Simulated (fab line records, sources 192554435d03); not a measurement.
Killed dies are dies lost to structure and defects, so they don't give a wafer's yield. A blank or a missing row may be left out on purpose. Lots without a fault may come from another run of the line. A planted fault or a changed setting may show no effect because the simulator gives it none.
A struck lot beside a sound one | flow n5_finfet | 16 steps out of a route of 1938
Sound: wafers L197.2, L197.5, L197.6. Struck: wafers L194.3, L194.5, L194.6. The cause comes at the end.
At each step with rows: each side's tool, then ch and its chambers, then its first start. Under that, the readings that differ: sound wafers | struck wafers | difference of the means | sigmas: that difference in standard deviations of wafers without a fault.
alike: readings whose means differ by less than 2 such deviations, and words and numbers that are the same on both sides. not compared: withheld readings, readings that some wafer has no value for, bounds like >300 that may hide the same value, and numbers for which the record gives no deviation and whose values overlap.
The two part at a step that has a row with sigmas, a row that says differs or no value, or rows on one side only. Numbers that don't overlap but have no deviation are shown without sigmas and don't part them. A reading that every wafer of one side lacks parts them only if that side has two wafers or more.

first, 4 steps without rows for these wafers: N5_BEOL_M11_SOFTBAKE_06 (time 60 s); N5_BEOL_M11_EXPOSE_08 (exposes mask M11); N5_BEOL_M11_PEB_09 (peb time 60 s); N5_BEOL_M11_DEVELOP_10 (develop time 30 s).
N5_BEOL_M11_CD_MEAS_11: target cd 64.1 nm.
  sound on cd_sem-03 ch 0, day 13 18:17; struck on cd_sem-02 ch 0, day 13 10:26
  reading    | sound          | struck         | difference | sigmas
  cd_nm (nm) | 64.0 64.0 63.9 | 65.5 65.5 64.9 | +1.3       | +2
N5_BEOL_M11_OVL_MEAS_12:
  sound on overlay-02 ch 0, day 13 18:19; struck on overlay-01 ch 0, day 13 10:28
  alike: M11_OVL
N5_BEOL_M11_INSPECT_13: inspects for defects (brightfield).
  sound on defect_inspect-02, day 13 18:20; struck on defect_inspect-01, day 13 10:29
  alike: raw_defect_count
N5_BEOL_M11_DESCUM_16: chemistry O2, time 7.9 s.
  sound on rie_diel-05 ch 2,3, day 13 18:22; struck on rie_diel-03 ch 0,2,3, day 13 10:50
  alike: drypump_motor_current_A, oes_product_au, rf_vpp_V, showerhead_plenum_p_Torr, throttle_valve_pct
  not compared: rf_hours_counter_h
N5_BEOL_M11_ETCH_61: etches SiARC in CF4, target depth 39 nm, time 65 s.
  sound on rie_diel-05 ch 2,3, day 13 18:24; struck on rie_diel-03 ch 0,2,3, day 13 10:52
  alike: drypump_motor_current_A, etch_rf_on_time_s, oes_product_au, rf_vpp_V, showerhead_plenum_p_Torr, throttle_valve_pct
  not compared: rf_hours_counter_h
N5_BEOL_M11_ETCH_62: etches SOC in N2/H2, target depth 110 nm, overetch 22 nm, time 165 s.
  sound on rie_diel-05 ch 2,3, day 13 18:27; struck on rie_diel-03 ch 0,2,3, day 13 10:55
  alike: drypump_motor_current_A, oes_product_au, rf_vpp_V, showerhead_plenum_p_Torr, throttle_valve_pct
  not compared: rf_hours_counter_h
then, 1 step without rows for these wafers: N5_BEOL_M11_STRIP_68 (strips in N2/H2).
N5_BEOL_M11_STRIP_67: strips in CF4.
  sound on rie_diel-05 ch 2,3, day 13 18:36; struck on rie_diel-03 ch 0,2,3, day 13 11:04
  alike: drypump_motor_current_A, oes_product_au, rf_vpp_V, showerhead_plenum_p_Torr, throttle_valve_pct
  not compared: rf_hours_counter_h
N5_BEOL_M11_HM_OPEN_17: chemistry Cl2/BCl3, target TiN, target depth 20 nm, overetch 6 nm.
  sound on rie_metal-01 ch 0,1, day 13 18:38; struck on rie_metal-02 ch 0,1, day 13 11:08
  no value came back on the struck wafers for any of 6 readings (bcl3_flow_sccm (sccm), bias_w (W) and others); on the sound wafers bcl3_flow_sccm (sccm) reads 21.77 21.83 21.73
  reading                                   | sound          | struck          | difference | sigmas
  model.SOC_of_BEOL_M11_COAT_59.thk_nm (nm) | 92.8 92.6 92.6 | 100 100.2 100.2 | +7         |
  not compared: rf_hours_counter_h
N5_BEOL_M11_STRIP_19: strips in O2.
  sound on rie_diel-03 ch 0,3, day 13 18:51; struck on rie_diel-03 ch 0,1,2, day 13 11:19
  alike: drypump_motor_current_A, oes_product_au, rf_vpp_V, showerhead_plenum_p_Torr, throttle_valve_pct
  not compared: rf_hours_counter_h
N5_BEOL_M11_CD_MEAS_18: pitch 140 nm, target cd 70 nm.
  sound on cd_sem-03, day 13 18:55; struck on cd_sem-03, day 13 11:23
  reading    | sound          | struck | difference                    | sigmas
  cd_nm (nm) | 69.7 70.3 69.1 | - - -  | no value on the struck wafers |
then, 1 step without rows for these wafers: N5_BEOL_M11_COAT_63 (time 60 s, resist thk 100 nm).

WHERE THEY PART
First at N5_BEOL_M11_CD_MEAS_11; last, within this record, at N5_BEOL_M11_CD_MEAS_18.

WHY: what the simulator had put in
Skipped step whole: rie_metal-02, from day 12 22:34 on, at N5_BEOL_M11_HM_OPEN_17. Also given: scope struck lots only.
